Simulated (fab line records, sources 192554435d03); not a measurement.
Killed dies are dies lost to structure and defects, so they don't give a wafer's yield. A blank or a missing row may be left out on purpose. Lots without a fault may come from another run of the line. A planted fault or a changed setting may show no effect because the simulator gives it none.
One fault seen from 2 desks | flow n5_finfet | each desk has only its own numbers; what lay behind them comes last

THE TOOL OWNER'S DESK: rie_diel-03
The tool's own readings at N5_DUMMY_GATE_ETCH_42 (etches SiO2 in CHF3/O2, target depth 3.5 nm, time 31 s): means of the sampled wafers that have a number, for each lot that ran on this tool. A lot is out of limits, marked OUT, if its mean lies more than 4 standard deviations from the usual mean; the brackets give that distance.
Columns: A = chamber_pressure_mTorr at N5_DUMMY_GATE_ETCH_42, usual 29.995 mTorr; B = drypump_motor_current_A at N5_DUMMY_GATE_ETCH_42, usual 5.6 A; C = oes_product_au at N5_DUMMY_GATE_ETCH_42, usual 0.75 a.u.; D = rf_vpp_V at N5_DUMMY_GATE_ETCH_42, usual 42.4 V; E = showerhead_plenum_p_Torr at N5_DUMMY_GATE_ETCH_42, usual 2.41 Torr; F = throttle_valve_pct at N5_DUMMY_GATE_ETCH_42, usual 18.84 %
lot  | first seen here | A      | B   | C    | D    | E    | F
L320 | day 3 22:52     | 30.014 | 5.2 | 0.79 | 42.8 | 2.42 | 18.71
L324 | day 5 00:05     | 29.992 | 5.3 | 0.75 | 41.8 | 2.47 | 18.85
L336 | day 8 02:06     | 30.001 | 5.2 | 0.96 | 41.5 | 2.41 | 18.77
This desk's finding: nothing out of limits on any of the 3 lots.

THE METROLOGY DESK
What the gauges read, lot by lot, whatever tool the lot ran on: means of the sampled wafers that have a number. A lot is out of limits, marked OUT, if its mean lies more than 4 standard deviations from the usual mean; the brackets give that distance. Of its 10 readings 7 are shown: those that lie furthest out on some lot.
Columns: A = DIBL_N at N5_BEOL_M4_RC_MEAS_101, usual 36.2 mV/V; B = DIBL_P at N5_BEOL_M4_RC_MEAS_101, usual 36.1 mV/V; C = IOFF_P at N5_BEOL_M4_RC_MEAS_101, usual 0.22 nA/um; D = SS_N at N5_BEOL_M4_RC_MEAS_101, usual 71.4 mV/dec; E = SS_P at N5_BEOL_M4_RC_MEAS_101, usual 73.2 mV/dec; F = VT_N at N5_BEOL_M4_RC_MEAS_101, usual 250 mV; G = VT_P at N5_BEOL_M4_RC_MEAS_101, usual -250 mV
lot  | first seen here | A    | B    | C    | D    | E    | F   | G
L319 | day 8 13:38     | 36.9 | 36.2 | 0.23 | 71.7 | 73.5 | 247 | -249
L320 | day 9 05:44     | 36.8 | 33.7 | 0.19 | 71.5 | 72.4 | 249 | -250
L322 | day 10 01:50    | 36.3 | 36.7 | 0.20 | 71.9 | 73.2 | 252 | -251
L324 | day 10 04:14    | 36.2 | 36.5 | 0.26 | 71.0 | 73.7 | 247 | -246
L333 | day 12 09:08    | 35.5 | 36.1 | 0.20 | 71.6 | 73.0 | 253 | -251
L337 | day 13 06:59    | 35.6 | 34.6 | 0.20 | 71.4 | 73.1 | 252 | -249
L336 | day 13 17:14    | 38.9 | 35.8 | 0.23 | 71.7 | 73.1 | 249 | -249
L338 | day 14 11:01    | 34.7 | 35.8 | 0.19 | 70.5 | 72.3 | 254 | -251
L339 | day 15 03:51    | 36.6 | 37.5 | 0.22 | 72.0 | 73.1 | 249 | -248
This desk's finding: nothing out of limits on any of the 9 lots.

PUT TOGETHER
The tool owner's desk saw nothing out of limits.
The metrology desk saw nothing out of limits.

WHAT THE SIMULATOR HAD PUT IN
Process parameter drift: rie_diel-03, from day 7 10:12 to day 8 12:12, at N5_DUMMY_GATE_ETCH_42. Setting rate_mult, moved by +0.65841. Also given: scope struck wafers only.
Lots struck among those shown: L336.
